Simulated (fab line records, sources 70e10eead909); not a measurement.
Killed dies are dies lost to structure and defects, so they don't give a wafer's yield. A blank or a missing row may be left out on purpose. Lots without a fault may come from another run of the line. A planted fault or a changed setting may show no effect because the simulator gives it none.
fab line records | flow nand_harc
record lots=12 wafers=36 last_day=34
route steps=1302 shown A_CONTACT@1094 A_BLC@1121
lots that met no fault: from a run of the same line without faults
start_h: hours from the record's first day to the start of the lot's first wafer shown | wait_h: hours since the lot's step before | " the same as in the row above | L1.1+2: a row that stands for several wafers | - no value, or no start given | * or withheld: withheld | < > ~ a bound
route shown NAME@n: a module of which the file shows steps, and the number in the route of the first | usual: mean/standard deviation of fault-free wafers | same: alike in all rows | chamber/n: place in a boat | sites: the reading at each site | _std_site: their standard deviation | _edge_site: outer sites' mean less inner sites' | radius_mm: how far each site lies from the wafer's centre | mask NAME#n: copy n | behind: the tool/chamber that last shaped the wafer | hold: why the lot was held/for how many hours/how that ended | device: the transistor (n, p or np) that didn't switch | end of line: the same wafers' tests at the end of the route | a step without rows: its recipe alone | killed: dies lost to structure and defects at the first sort, not the wafer's yield | map: a wafer's dies, x killed, . not, _ none there
set.NAME: the setting as run; set.NAME@STEP: as run at that earlier step | model.NAME: the simulator's own value behind a step, which no gauge read
steps of the route over a sample of lots; a table a step, a row a wafer
services: from which hour (start_h, from the record's first day; less than 0 if before it) a tool's chamber was out of use, for how many hours, and why
## steps
# step NHARC_A_CONTACT_CD_MEAS_15
# usual cd_nm=190.0/0.57
# columns lot.wafer tool chamber start_h wait_h cd_nm
L282.1 cd_sem-03 - 509.70 - 189.7
L282.2 " - " " 190.2
L282.5 " - " " 189.8
L283.4 cd_sem-01 - 528.76 - 189.9
L283.5 " - " " 190.1
L283.6 " - " " 189.6
L285.1 cd_sem-03 - 536.23 - 190.5
L285.4 " - " " 189.8
L285.5 " - " " 190.2
L286.4 cd_sem-02 - 552.31 - 189.3
L286.5 " - " " 190.2
L286.6 " - " " 189.7
L287.1 cd_sem-03 - 563.20 - 188.9
L287.4 " - " " 189.6
L287.5 " - " " 189.8
L289.2 cd_sem-03 - 577.13 - 189.6
L289.3 " - " " 189.4
L289.6 " - " " 190.1
L297.2 cd_sem-01 - 662.95 - 190.0
L297.3 " - " " 189.7
L297.5 " - " " 189.6
L298.1 cd_sem-01 - 684.42 - 190.1
L298.2 " - " " 190.4
L298.5 " - " " 189.9
L302.3 cd_sem-03 - 707.94 - 189.9
L302.4 " - " " 189.9
L302.5 " - " " 190.2
L303.2 cd_sem-01 - 731.04 - 191.2
L303.4 " - " " 190.0
L303.6 " - " " 190.3
L304.2 cd_sem-01 - 745.01 - 189.7
L304.4 " - " " 189.6
L304.6 " - " " 189.9
L305.4 cd_sem-01 - 760.67 - 189.7
L305.5 " - " " 189.9
L305.6 " - " " 189.6
# step NHARC_A_BLC_ETCH_16
# recipe target_depth_a=390 over_etch_frac=0.3 time_s=65 ion_energy_ev=80 cf4_flow_sccm=150 ar_flow_sccm=0 rf_w=300 bias_w=100 chemistry=CF4
# usual chamber_pressure_mTorr=50.00/0.045 drypump_motor_current_A=5.6/0.48 oes_product_au=1.001/0.0096 rf_vpp_V=150.8/1.2 run_length_s=86.3/0.4 showerhead_plenum_p_Torr=1.73/0.066 throttle_valve_pct=13.285/0.01
# columns lot.wafer tool chamber start_h wait_h chamber_pressure_mTorr drypump_motor_current_A oes_product_au rf_hours_counter_h rf_vpp_V run_length_s showerhead_plenum_p_Torr throttle_valve_pct
L282.1 rie_diel-05 3 512.84 0.1 50.00 5.2 0.996 5 151.3 86.0 1.76 13.268
L282.2 " 0 " " 50.04 5.3 0.998 10 152.6 86.5 1.84 13.274
L282.5 " 2 " " 50.04 6.2 1.016 - 149.1 85.6 1.67 13.279
L283.4 rie_diel-07 2 532.09 0.1 50.00 5.4 1.013 2 152.3 86.5 1.79 13.294
L283.5 " 2 " " 49.98 5.4 1.002 - 150.8 86.1 1.79 13.265
L283.6 " 3 " " 50.01 5.9 1.001 - 150.6 86.6 1.67 13.274
L285.1 rie_diel-07 2 539.49 0.1 50.04 5.3 0.995 3 150.3 85.9 1.79 13.281
L285.4 " 3 " " 50.06 5.9 0.996 3 148.9 87.0 1.67 13.278
L285.5 " 1 " " 50.06 4.7 1.001 - 150.0 86.4 1.65 13.277
L286.4 rie_diel-05 2 555.62 0.1 50.01 6.3 1.011 13 149.9 86.0 1.67 13.299
L286.6 " 1 " " 50.05 5.5 1.007 - 149.2 86.7 1.69 13.292
L286.5 " 2 " " 49.94 6.3 1.013 - 149.4 86.1 1.67 13.287
L287.4 rie_diel-09 3 566.55 0.1 50.02 5.8 1.012 17 151.7 85.9 1.87 13.282
L287.1 " 0 " " 50.07 6.0 1.002 16 151.7 86.5 1.82 13.263
L287.5 " 2 " " 49.99 6.4 1.006 - 151.5 85.3 1.76 13.291
L289.2 rie_diel-05 0 580.26 0.1 50.00 5.3 0.984 15 152.5 86.4 1.84 13.278
L289.3 " 2 " " 49.98 6.3 0.998 14 150.7 85.7 1.67 13.281
L289.6 " 0 " " 49.97 5.3 0.988 - 152.6 86.4 1.84 13.276
L297.2 rie_diel-05 3 666.75 0.3 49.95 5.2 1.000 7 150.5 86.0 1.76 13.284
L297.3 " 1 " " 50.04 5.5 1.001 8 150.0 86.6 1.68 13.278
L297.5 " 0 " " 49.96 5.3 1.000 - 150.3 72.4 1.84 13.264
L298.1 rie_diel-07 0 687.52 0.1 49.97 5.8 1.005 1 151.8 85.8 1.77 13.297
L298.2 " 2 " " 50.04 5.3 1.014 1 150.9 86.4 1.79 13.284
L298.5 " 3 " " 49.91 5.9 0.998 - 150.1 86.5 1.67 13.282
L302.4 rie_diel-07 3 711.07 0.1 50.07 5.9 1.013 2 150.2 86.2 1.67 13.296
L302.3 " 1 " " 50.03 4.7 0.994 2 149.7 86.6 1.65 13.296
L302.5 " 3 " " 49.94 5.9 1.005 - 152.3 86.6 1.67 13.284
L303.4 rie_diel-07 3 734.35 0.1 49.97 5.9 0.994 4 150.5 86.3 1.67 13.299
L303.2 " 0 " " 50.01 5.8 1.002 4 150.9 85.5 1.77 13.288
L303.6 " 3 " " 49.97 5.9 1.003 - 149.0 86.5 1.67 13.298
L304.4 rie_diel-07 2 748.37 0.1 50.07 5.3 0.998 5 152.0 86.2 1.78 13.285
L304.2 " 3 " " 49.93 5.9 0.993 4 151.2 86.7 1.67 13.293
L304.6 " 1 " " 50.06 4.6 1.002 - 150.0 86.6 1.65 13.271
L305.4 rie_diel-07 0 763.75 0.1 49.97 5.8 1.019 6 151.6 85.6 1.77 13.288
L305.6 " 0 " " 50.01 5.8 1.028 - 151.2 85.6 1.77 13.292
L305.5 " 1 " " 50.01 4.6 1.003 - 148.6 87.1 1.65 13.275
# step NHARC_A_BLC_STRIP_29
# recipe cf4_flow_sccm=150 ar_flow_sccm=0 bias_w=0 chemistry=CF4
# usual chamber_pressure_mTorr=50.01/0.046 drypump_motor_current_A=5.5/0.46 oes_product_au=0.997/0.01 rf_vpp_V=59.3/0.84 showerhead_plenum_p_Torr=1.73/0.067 throttle_valve_pct=13.284/0.0086
# columns lot.wafer tool chamber start_h wait_h chamber_pressure_mTorr drypump_motor_current_A oes_product_au rf_hours_counter_h rf_vpp_V showerhead_plenum_p_Torr throttle_valve_pct
L282.1 rie_diel-05 0 514.12 0.1 49.98 5.3 0.994 10 60.2 1.84 13.265
L282.2 " 3 " " 49.91 5.2 0.988 5 59.9 1.76 13.294
L282.5 " 1 " " 50.05 5.5 1.007 - 59.0 1.69 13.287
L283.4 rie_diel-07 2 533.06 0.1 50.07 5.3 1.008 2 58.1 1.79 13.281
L283.6 " 0 " " 50.02 5.8 1.006 - 59.6 1.77 13.280
L283.5 " 1 " " 49.97 4.6 1.000 - 60.1 1.65 13.277
L285.4 rie_diel-07 0 540.45 0.1 49.95 5.8 1.018 3 58.9 1.77 13.276
L285.1 " 1 " " 50.05 4.6 0.993 4 60.5 1.65 13.285
L285.5 " 3 " " 50.01 5.9 0.985 - 59.3 1.67 13.283
L286.4 rie_diel-05 0 556.59 0.1 49.99 5.3 0.988 15 59.4 1.84 13.279
L286.6 " 0 " " 49.93 5.3 0.990 - 59.5 1.84 13.297
L286.5 " 1 " " 49.97 5.5 1.012 - 58.0 1.69 13.275
L287.4 rie_diel-07 0 567.59 0.1 50.03 5.8 1.000 5 59.0 1.77 13.287
L287.1 " 1 " " 50.01 4.6 0.995 5 59.3 1.65 13.265
L287.5 " 2 " " 49.97 5.3 1.013 - 58.1 1.79 13.284
L289.2 rie_diel-05 1 581.23 0.1 50.06 5.5 0.994 15 57.5 1.69 13.279
L289.3 " 2 " " 50.00 6.2 0.995 14 59.4 1.67 13.279
L289.6 " 0 " " 50.02 5.3 0.981 - 60.9 1.84 13.280
L297.2 rie_diel-09 0 667.75 0.1 49.92 5.9 1.008 48 59.6 1.81 13.276
L297.3 " 1 " " 50.12 5.9 1.002 55 59.5 1.70 13.283
L297.5 " 0 " " 49.98 5.9 1.012 - 60.6 1.81 13.289
L298.2 rie_diel-05 2 688.47 0.1 49.96 6.2 1.005 10 59.6 1.66 13.283
L298.1 " 3 " " 50.01 5.2 0.978 10 60.6 1.76 13.269
L298.5 " 1 " " 50.02 5.5 0.997 - 57.7 1.68 13.265
L302.4 rie_diel-07 2 712.11 0.2 50.03 5.3 1.019 3 59.1 1.79 13.294
L302.3 " 3 " " 49.96 5.9 0.991 3 59.6 1.67 13.287
L302.5 " 2 " " 50.05 5.3 1.008 - 60.2 1.79 13.292
L303.2 rie_diel-07 1 735.30 0.1 50.07 4.6 0.994 4 59.6 1.65 13.285
L303.4 " 3 " " 50.02 5.9 1.000 4 59.8 1.67 13.281
L303.6 " 2 " " 50.09 5.4 1.012 - 60.4 1.78 13.291
L304.4 rie_diel-05 0 749.31 0.1 49.99 5.3 0.988 13 60.3 1.83 13.296
L304.2 " 1 " " 49.99 5.5 0.990 16 58.7 1.68 13.274
L304.6 " 0 " " 50.00 5.3 0.994 - 60.6 1.84 13.294
L305.4 rie_diel-07 3 764.71 0.1 50.04 5.9 1.002 6 58.3 1.67 13.298
L305.5 " 2 " " 50.02 5.3 1.017 - 60.2 1.78 13.290
L305.6 " 3 " " 49.91 5.9 0.988 - 58.6 1.67 13.286
# step NHARC_A_BLC_PVD_32
# recipe target_thk_a=50 chamber_pressure_pa=5 power_w=5000 substrate_temp_c=200 time_s=17.7 material=Ti
# usual throttle_valve_pct=29.3/1.1
# columns lot.wafer tool chamber start_h wait_h throttle_valve_pct
L282.2 pvd_sputter-02 - - - 28.9
L282.1 " - " " 29.1
L282.5 " - " " 28.9
L283.4 pvd_sputter-02 - - - 28.6
L283.6 " - " " 28.2
L283.5 " - " " 28.5
L285.4 pvd_sputter-02 - - - 28.7
L285.1 " - " " 28.4
L285.5 " - " " 28.7
L286.4 pvd_sputter-01 - - - 30.9
L286.5 " - " " 31.4
L286.6 " - " " 30.7
L287.1 pvd_sputter-01 - - - 32.0
L287.4 " - " " 29.0
L287.5 " - " " 31.8
L289.2 pvd_sputter-02 - - - 28.7
L289.3 " - " " 28.7
L289.6 " - " " 28.5
L297.2 pvd_sputter-01 - - - 32.4
L297.3 " - " " 29.1
L297.5 " - " " 29.8
L298.1 pvd_sputter-03 - - - 28.7
L298.2 " - " " 28.9
L298.5 " - " " 29.2
L302.4 pvd_sputter-02 - - - 28.6
L302.3 " - " " 28.0
L302.5 " - " " 28.6
L303.2 pvd_sputter-03 - - - 29.2
L303.4 " - " " 29.0
L303.6 " - " " 29.1
L304.4 pvd_sputter-02 - - - 28.3
L304.2 " - " " 28.6
L304.6 " - " " 28.5
L305.4 pvd_sputter-03 - - - 30.3
L305.6 " - " " 29.4
L305.5 " - " " 29.1
## services
# columns tool chamber start_h hours kind
rie_diel-09 1 490.75 10.6 repair
rie_diel-09 0 497.32 16.6 repair
rie_diel-09 - 497.91 9.0 pm
rie_diel-07 1 507.01 4.5 repair
pvd_sputter-03 - 526.11 10.0 pm
rie_diel-05 - 561.09 17.3 repair
rie_diel-09 0 566.90 9.3 repair
pvd_sputter-01 - 582.02 10.0 pm
rie_diel-05 - 583.60 9.0 pm
rie_diel-05 0 600.35 1.7 repair
pvd_sputter-03 - 602.86 2.8 repair
pvd_sputter-02 - 638.00 10.0 pm
pvd_sputter-03 - 638.27 7.2 repair
rie_diel-07 3 656.18 17.5 repair
rie_diel-07 - 660.18 9.0 pm
rie_diel-05 0 672.71 16.1 repair
rie_diel-09 - 674.91 9.0 pm
pvd_sputter-03 - 682.83 1.3 repair
rie_diel-07 - 703.64 0.4 repair
pvd_sputter-03 - 704.11 10.0 pm
pvd_sputter-02 - 718.49 7.2 repair
pvd_sputter-01 - 726.41 2.5 repair
pvd_sputter-01 - 760.02 10.0 pm
rie_diel-05 - 760.60 9.0 pm
## key
first_sign step=NHARC_A_BLC_ETCH_16 reading=run_length_s direction=down sigmas=34 usual=* struck=*
effect none on later readings
met_at NHARC_A_BLC_ETCH_16
struck_lots L297
struck_wafers L297.5
tester_left_out L297
not_acting_at NHARC_A_CONTACT_CD_MEAS_15,NHARC_A_BLC_STRIP_29,NHARC_A_BLC_PVD_32
onset_between 580.26 666.75
fault kind=process_parameter_drift tool=rie_diel-05 chamber=0 onset_h=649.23 steps=NHARC_A_BLC_ETCH_16 channel=time_s offset=* shape=step end_h=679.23 acts_in=* stated=*
# tester_left_out: of these lots the tester's yield and bins aren't shown, on N5 and GAA mostly nor the transistor test; their killed dies are dies lost to structure and defects alone, not to doping, threshold or leakage, so they don't give the yield
